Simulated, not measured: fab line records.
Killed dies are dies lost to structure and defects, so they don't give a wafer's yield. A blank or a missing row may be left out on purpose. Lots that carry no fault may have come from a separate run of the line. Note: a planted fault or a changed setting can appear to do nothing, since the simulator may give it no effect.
Problem report in the 8D (eight disciplines) form, filled by code -- flow n5-finfet -- the parts of the form that need people (team, actions taken, sign-off) are left out

## 1. WHAT IS WRONG
spin-speed-rpm at N5_FIN_CUT_COAT_02 reads a mean of 1381.4 rpm on 6 wafers of 2 lots; wafers without a fault read 1500.1 rpm with a standard deviation of 0.92. So: -99 or more standard deviations from the usual mean.
The step: resist thk 30 nm.
First observed at day 5 16:10: wafer L899.2, on litho-track-05. The record has a number at this step for 27 wafers belonging to 9 lots. By rule, "out" or "out of limits" means more than 4 standard deviations away from the usual mean. Any other wafer with a number is counted as sound.

## 2. WHAT IT IS, AND WHAT IT ISN'T
question,is,is not
which readings at this step,spin-speed-rpm,dispense-pressure-kPa
which lots,"L899, L900","L885, L886, L889, L890, L894, L895, L906"
which wafers of those lots,all that have a number,-
read on which tools,litho-track-05,"litho-track-03, litho-track-04"
when,from day 5 16:10,up to then (18 sound wafers); but 3 sound wafers of L906 came after

## 3. SUSPECTS, AND WHAT RULES EACH OUT
Counting: a tool stays on the suspect list if, at a process step up to the reading, it processed all lots that are out and no sound lot following the first of them.
- rie-diel-02 at N5_FIN_SAQP_STRIP_77 (strips in N2/H2, time 90 s): kept. It processed each lot that is out, first L899 at day 5 15:41, and no sound lot thereafter; up to then, the last sound lot it processed was L889 at day 3 03:23.
- litho-track-05 at N5_FIN_CUT_COAT_02 (resist thk 30 nm): kept. It processed each lot that is out, first L899 at day 5 16:10, and no sound lot thereafter; up to then, the last sound lot it processed was L895 at day 4 14:45. Its own spin-speed-rpm readings are out on those wafers.
After counting, rie-diel-02 at N5_FIN_SAQP_STRIP_77 and litho-track-05 at N5_FIN_CUT_COAT_02 remain.

## 4. THE CAUSE (what the simulator had put in)
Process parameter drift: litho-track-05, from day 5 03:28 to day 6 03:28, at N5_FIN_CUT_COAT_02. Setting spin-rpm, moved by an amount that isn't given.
2 suspects survive the count, and this tool is in that group.

## 5. SEQUENCE OF EFFECTS, ordered by route
Each row: a reading whose mean over the struck wafers that have a number lies more than 3 standard deviations from the usual. Readings are gone through only where the record gives a usual standard deviation; hours: the median, over the lots, of the time from a lot's start at the first step in this table giving one to that lot's start at this step; sigmas: the change measured in usual standard deviations.
hours,step,reading,usual,on struck wafers,change,sigmas
0,N5_FIN_CUT_COAT_02,spin-speed-rpm,1500.1 rpm,1381.4,-118.7,-99 or more
The process steps in it:
- N5_FIN_CUT_COAT_02: resist thk 30 nm.
Later steps that measure or inspect, where all struck wafers having a row at the step show a number for every such reading and not one has moved that far: N5_BEOL_M4_RC_MEAS_101.

## 6. WHAT WOULD HAVE CAUGHT IT SOONER
First out-of-limits reading in this record: day 5 16:10, which is 13 hours after fault onset at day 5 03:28.
